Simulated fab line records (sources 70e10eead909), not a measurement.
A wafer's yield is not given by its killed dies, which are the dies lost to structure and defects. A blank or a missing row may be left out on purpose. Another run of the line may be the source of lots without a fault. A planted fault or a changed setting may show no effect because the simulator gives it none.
The tool behind it: which one?	flow nandHarc	24 lots with 72 wafers sampled at 6 steps, on a route of 1302 steps

== WHAT THE GAUGES READ, wafer by wafer ==
NHARC_A_CONTACT_CD_MEAS_53.
lot	measured	on	cdNm (nm)
L074	day 21 19:28	cdSem-01	288.3 288.6 289.3
L075	day 22 00:55	cdSem-01	289.8 289.6 289.6
L076	day 22 18:15	cdSem-02	289.2 289.8 289.1
L078	day 22 16:03	cdSem-02	290.3 290.1 289.7
L077	day 22 15:39	cdSem-01	290.4 289.9 290.0
L079	day 23 08:33	cdSem-02	291.1 290.5 290.7
L080	day 23 08:11	cdSem-03	288.2 289.7 289.8
L082	day 24 13:43	cdSem-02	287.5 287.3 288.4
L081	day 24 20:10	cdSem-02	290.5 290.1 289.9
L084	day 25 18:23	cdSem-02	289.7 289.2 289.4
L083	day 25 18:32	cdSem-01	289.6 290.4 289.7
L086	day 26 14:18	cdSem-01	286.9 287.3 287.3
L085	day 26 15:05	cdSem-02	289.3 290.2 288.7
L087	day 27 20:59	cdSem-01	288.6 288.2 288.9
L088	day 27 20:11	cdSem-01	289.3 288.7 288.7
L089	day 28 06:08	cdSem-03	289.9 289.2 289.9
L090	day 28 11:01	cdSem-02	289.6 289.4 289.5
L092	day 29 04:37	cdSem-01	290.1 290.1 290.4
L091	day 29 00:29	cdSem-03	290.1 289.6 290.2
L093	day 29 01:25	cdSem-01	289.9 290.3 289.8
L094	day 30 11:48	cdSem-01	289.4 289.0 289.6
L095	day 30 22:03	cdSem-01	289.4 289.5 289.7
L097	day 31 08:26	cdSem-02	288.4 289.2 288.7
L096	day 31 23:31	cdSem-02	290.3 289.4 290.0

NHARC_A_CONTACT_OVL_MEAS_70.
lot	measured	on	overlayXNm (nm)	overlayYNm (nm)
L074	day 22 00:38	overlay-01	-0.3 -0.5 -1.0	-0.6 -0.3 -0.5
L075	day 22 06:38	overlay-01	-0.3 -0.1 0.0	1.2 0.4 0.6
L076	day 23 04:50	overlay-02	-0.2 -1.1 -0.6	0.6 1.0 0.6
L078	day 22 23:48	overlay-02	-0.7 -0.4 -0.5	1.5 1.4 1.1
L077	day 22 22:35	overlay-01	-0.7 -0.2 -0.7	-0.7 -1.1 -0.5
L079	day 23 13:53	overlay-01	0.8 1.2 0.7	1.0 0.6 1.4
L080	day 23 13:15	overlay-02	0.3 0.2 0.7	-0.1 0.2 0.2
L082	day 24 18:46	overlay-01	-1.1 -1.3 -1.5	-0.2 -0.3 0.4
L081	day 25 01:14	overlay-02	-1.1 -1.0 -1.1	-0.3 0.0 -0.1
L084	day 26 01:05	overlay-01	0.5 0.1 -0.1	0.2 -0.6 -0.3
L083	day 26 03:07	overlay-02	0.3 -0.2 -0.3	1.7 2.1 1.8
L086	day 26 21:55	overlay-02	-0.4 -0.2 0.4	-1.4 -1.6 -1.1
L085	day 26 23:18	overlay-01	-1.0 -1.2 -1.1	0.7 0.5 0.8
L087	day 28 02:01	overlay-01	0.0 -0.4 0.0	-0.7 -0.6 -0.4
L088	day 28 01:59	overlay-02	-0.6 -0.2 -1.0	1.7 2.1 1.7
L089	day 28 11:03	overlay-01	-0.9 -0.9 -1.0	0.8 1.1 0.5
L090	day 28 17:40	overlay-02	0.4 0.2 -0.4	-1.2 -1.4 -1.9
L092	day 29 14:23	overlay-02	0.0 0.1 0.0	0.1 0.3 0.3
L091	day 29 09:44	overlay-02	-1.1 -1.2 -1.4	-0.4 -0.1 0.2
L093	day 29 09:57	overlay-01	0.3 -0.2 0.5	-0.3 0.2 -0.3
L094	day 30 17:18	overlay-01	0.7 0.2 0.3	-0.5 0.2 0.5
L095	day 31 03:16	overlay-01	-0.7 0.6 0.0	-0.7 -0.8 -0.8
L097	day 31 13:48	overlay-02	1.3 1.8 1.3	2.1 1.9 1.8
L096	day 32 05:54	overlay-02	-1.4 -0.6 -0.3	-0.4 -0.4 -0.5

== EACH LOT AND THE TOOL THAT RAN IT (in order: tool; ch and the chambers of the sampled wafers; start) ==
lot	NHARC_A_SGD_CUT_ETCH_59	NHARC_A_SLIT_DEP_25	NHARC_A_WL_FILL_ALD_02	NHARC_A_CONTACT_ETCH_113
L074	rieDiel-07 ch 0,2,3, day 19 12:13 or earlier	pecvd-03 ch 1,2, day 19 12:13	aldMetal-04 ch 0,2,3, day 20 10:20	harCapEtch-02 ch 0,1, day 21 16:34
L075	rieDiel-07 ch 0,2,3, day 20 01:04 or earlier	pecvd-01 ch 0,1, day 20 01:04	aldMetal-01 ch 1,2,3, day 20 20:27	harCapEtch-02 ch 0,1, day 21 22:04
L076	rieDiel-07 ch 1,3, day 20 09:42 or earlier	pecvd-04 ch 0,2, day 20 09:42	aldMetal-01 ch 0,1,3, day 21 12:02	harCapEtch-01 ch 0,1, day 22 15:24
L078	rieDiel-04 ch 2,3, day 20 09:44 or earlier	pecvd-03 ch 1,2, day 20 09:44	aldMetal-04 ch 2,3, day 21 08:40	harCapEtch-02 ch 1, day 22 13:09
L077	rieDiel-08 ch 1,2,3, day 20 09:45 or earlier	pecvd-01 ch 1,2, day 20 09:45	aldMetal-02 ch 0,1,2, day 21 12:01	harCapEtch-01 ch 0,1, day 22 12:44
L079	rieDiel-08 ch 2,3, day 21 04:01 or earlier	pecvd-03 ch 1,2, day 21 04:01	aldMetal-04 ch 1,2, day 21 23:35	harCapEtch-02 ch 0,1, day 23 05:38
L080	rieDiel-04 ch 0,1, day 21 04:14 or earlier	pecvd-01 ch 1,2, day 21 04:14	aldMetal-02 ch 1,2,3, day 21 23:32	harCapEtch-01 ch 0,1, day 23 05:21
L082	rieDiel-08 ch 2,3, day 22 14:32 or earlier	pecvd-03 ch 0,1,2, day 22 14:32	aldMetal-01 ch 2,3, day 23 09:01	harCapEtch-02 ch 0,1, day 24 10:52
L081	rieDiel-07 ch 1,3, day 22 14:32 or earlier	pecvd-01 ch 0,2, day 22 14:32	aldMetal-04 ch 0,1, day 23 12:19	harCapEtch-03 ch 0,1, day 24 16:44
L084	rieDiel-08 ch 1,3, day 23 15:46 or earlier	pecvd-01 ch 1,2, day 23 15:46	aldMetal-04 ch 0,1, day 24 10:14	harCapEtch-02 ch 0,1, day 25 15:28
L083	rieDiel-07 ch 0,1,3, day 23 15:48 or earlier	pecvd-04 ch 1,2, day 23 15:48	aldMetal-01 ch 1,2,3, day 24 10:19	harCapEtch-03 ch 0,1, day 25 15:40
L086	rieDiel-08 ch 0,2, day 24 12:44 or earlier	pecvd-03 ch 0,1,2, day 24 12:44	aldMetal-04 ch 1,2,3, day 25 07:01	harCapEtch-03 ch 0,1, day 26 10:37
L085	rieDiel-07 ch 0,2,3, day 24 12:41 or earlier	pecvd-01 ch 0,1,2, day 24 12:41	aldMetal-02 ch 0,1,3, day 25 07:10	harCapEtch-01 ch 0,1, day 26 12:10
L087	rieDiel-07 ch 0,1, day 25 18:50 or earlier	pecvd-03 ch 0,1,2, day 25 18:50	aldMetal-04 ch 0,1,2, day 26 15:34	harCapEtch-02 ch 0,1, day 27 18:03
L088	rieDiel-08 ch 0,1,2, day 25 18:44 or earlier	pecvd-04 ch 0,2, day 25 18:44	aldMetal-01 ch 0,2,3, day 26 15:40	harCapEtch-01 ch 0,1, day 27 17:17
L089	rieDiel-04 ch 1,2, day 26 05:05 or earlier	pecvd-04 ch 0,1,2, day 26 05:05	aldMetal-01 ch 1,2,3, day 27 00:30	harCapEtch-03 ch 0,1, day 28 03:19
L090	rieDiel-07 ch 0,2, day 26 10:49 or earlier	pecvd-03 ch 0,1, day 26 10:49	aldMetal-02 ch 0,2,3, day 27 05:19	harCapEtch-03 ch 0,1, day 28 08:06
L092	rieDiel-08 ch 2,3, day 26 23:23 or earlier	pecvd-01 ch 0,1, day 26 23:23	aldMetal-04 ch 1,2,3, day 27 18:31	harCapEtch-02 ch 0,1, day 29 01:43
L091	rieDiel-07 ch 0,1,3, day 26 23:22 or earlier	pecvd-03 ch 0,1,2, day 26 23:22	aldMetal-01 ch 0,3, day 27 18:31	harCapEtch-02 ch 0,1, day 28 21:32
L093	rieDiel-08 ch 0,3, day 26 23:25 or earlier	pecvd-04 ch 0,1,2, day 26 23:25	aldMetal-04 ch 2,3, day 27 22:21	harCapEtch-03 ch 0,1, day 28 22:29
L094	rieDiel-08 ch 1,2, day 28 07:51 or earlier	pecvd-01 ch 0,1,2, day 28 07:51	aldMetal-02 ch 1,2, day 29 06:16	harCapEtch-01 ch 0,1, day 30 08:16
L095	rieDiel-07 ch 0,1,3, day 28 16:56 or earlier	pecvd-04 ch 0,1,2, day 28 16:56	aldMetal-02 ch 0,1,2, day 29 16:39	harCapEtch-02 ch 0,1, day 30 19:02
L097	rieDiel-07 ch 0,1, day 29 03:00 or earlier	pecvd-03 ch 0,1,2, day 29 03:00	aldMetal-02 ch 1,2, day 30 01:00	harCapEtch-02 ch 0,1, day 31 05:35
L096	rieDiel-04 ch 1,3, day 29 03:11 or earlier	pecvd-04 ch 0,1, day 29 03:11	aldMetal-04 ch 1,2,3, day 30 14:20	harCapEtch-02 ch 0,1, day 31 20:21
- NHARC_A_SGD_CUT_ETCH_59: etches the open film in N2/H2, target depth 260 nm, time 406.25 s.
- NHARC_A_SLIT_DEP_25: deposits SiO2, target thk 200 nm.
- NHARC_A_WL_FILL_ALD_02: deposits TiN, target thk 2 nm, pulse time 3 s, ald cycles 100.
- NHARC_A_CONTACT_ETCH_113: etches the open film in C4F8/O2/Ar, time 190 s, target depth 1850 nm.

== AS READ BY THE TOOLS THEMSELVES (means over the sampled wafers that have a number; for cases with no such wafer, the mark the record gives instead) ==
NHARC_A_SGD_CUT_ETCH_59.
lot	tool	drypumpMotorCurrentA (A)	mfcArSccm (sccm)	oesProductAu (a.u.)	rfVppV (V)	showerheadPlenumPTorr (Torr)	throttleValvePct (%)
L074	rieDiel-07	5.9	0.001	1.004	430.6	2.04	14.171
L075	rieDiel-07	5.9	0.001	1.012	430.6	2.04	14.162
L076	rieDiel-07	6.0	0.008	0.997	426.9	1.93	14.164
L078	rieDiel-04	5.8	0.000	0.999	430.4	2.06	14.172
L077	rieDiel-08	5.8	0.023	1.001	431.9	2.07	14.171
L079	rieDiel-08	5.9	0.025	1.014	432.6	2.12	14.174
L080	rieDiel-04	5.7	0.000	0.991	429.5	1.99	14.172
L082	rieDiel-08	5.9	0.025	1.011	433.2	2.12	14.169
L081	rieDiel-07	6.0	0.008	1.010	428.0	1.93	14.173
L084	rieDiel-08	5.3	0.011	1.016	430.3	2.05	14.180
L083	rieDiel-07	5.8	0.005	1.014	429.5	2.01	14.181
L086	rieDiel-08	5.9	0.025	1.005	432.1	2.08	14.173
L085	rieDiel-07	5.9	0.001	1.004	431.0	2.03	14.175
L087	rieDiel-07	5.8	0.005	1.007	432.6	2.09	14.167
L088	rieDiel-08	5.8	0.023	1.006	431.3	2.04	14.176
L089	rieDiel-04	5.6	0.000	0.998	431.5	2.06	14.162
L090	rieDiel-07	6.2	0.001	0.998	431.3	2.07	14.176
L092	rieDiel-08	5.5	0.012	1.012	432.4	2.09	14.172
L091	rieDiel-07	5.8	0.005	1.010	429.1	2.01	14.170
L093	rieDiel-08	5.1	0.000	0.994	429.8	2.00	14.181
L094	rieDiel-08	6.1	0.034	0.991	430.7	2.05	14.171
L095	rieDiel-07	5.7	0.005	1.015	429.0	2.01	14.172
L097	rieDiel-07	5.8	0.005	1.009	431.7	2.09	14.176
L096	rieDiel-04	6.1	0.000	1.003	428.3	1.95	14.168

NHARC_A_SLIT_DEP_25.
lot	tool	flowSccm (sccm)	heaterPowerW (W)	throttleValvePct (%)
L074	pecvd-03	2663	552	16.2
L075	pecvd-01	2653	560	16.0
L076	pecvd-04	2651	442	15.3
L078	pecvd-03	2656	583	16.1
L077	pecvd-01	2650	408	15.8
L079	pecvd-03	2648	553	16.2
L080	pecvd-01	2646	482	15.8
L082	pecvd-03	2648	556	16.2
L081	pecvd-01	2652	543	15.5
L084	pecvd-01	2651	420	15.9
L083	pecvd-04	2647	475	15.7
L086	pecvd-03	2642	610	16.1
L085	pecvd-01	2657	473	15.7
L087	pecvd-03	2652	570	16.2
L088	pecvd-04	2648	516	15.6
L089	pecvd-04	2658	489	15.8
L090	pecvd-03	2652	640	16.4
L092	pecvd-01	2647	446	15.9
L091	pecvd-03	2654	529	16.1
L093	pecvd-04	2650	509	16.1
L094	pecvd-01	2648	444	16.0
L095	pecvd-04	2659	501	15.7
L097	pecvd-03	2647	552	16.1
L096	pecvd-04	2654	528	16.2

NHARC_A_WL_FILL_ALD_02.
lot	tool	heaterPowerW (W)	precursorPulseHeightRel
L074	aldMetal-04	1031	0.995
L075	aldMetal-01	1198	0.980
L076	aldMetal-01	1096	1.009
L078	aldMetal-04	959	1.002
L077	aldMetal-02	1150	1.003
L079	aldMetal-04	1126	1.028
L080	aldMetal-02	1128	1.014
L082	aldMetal-01	1185	0.990
L081	aldMetal-04	1149	1.010
L084	aldMetal-04	1168	1.007
L083	aldMetal-01	1185	1.018
L086	aldMetal-04	1066	0.970
L085	aldMetal-02	1154	0.991
L087	aldMetal-04	1114	0.995
L088	aldMetal-01	1125	0.985
L089	aldMetal-01	1179	1.000
L090	aldMetal-02	1060	1.006
L092	aldMetal-04	1073	1.008
L091	aldMetal-01	1098	0.997
L093	aldMetal-04	992	1.021
L094	aldMetal-02	1202	0.972
L095	aldMetal-02	1164	1.002
L097	aldMetal-02	1162	1.008
L096	aldMetal-04	1025	1.006

== THE ANSWER, worked out from the rows above alone ==
Rule: usual is defined by the lots themselves. The widest of any qualifying gaps counts: lots, ordered by their means at a reading, are off when they make up no more than a third of the lots, leave a main group of 4 or more, and stand apart from it by 3 or more times the standard deviation of that group's means. The tables above print the reading to a certain number of digits; a main group whose means all agree to those digits is not used. Also off: a lot with no number at a reading for which 4 or more lots have one. All remaining lots with rows at the step are treated as sound. After the gauges, taken in route order, come the tools' own readings; for these a lot's mean is taken, as printed above. The first step at which some lot is off is used, and at that step the reading that is off furthest; a lot without a number counts as furthest.
Across all readings shown, no lot is off: no conclusion can be drawn from this.

== WHAT HAD BEEN PUT IN BY THE SIMULATOR ==
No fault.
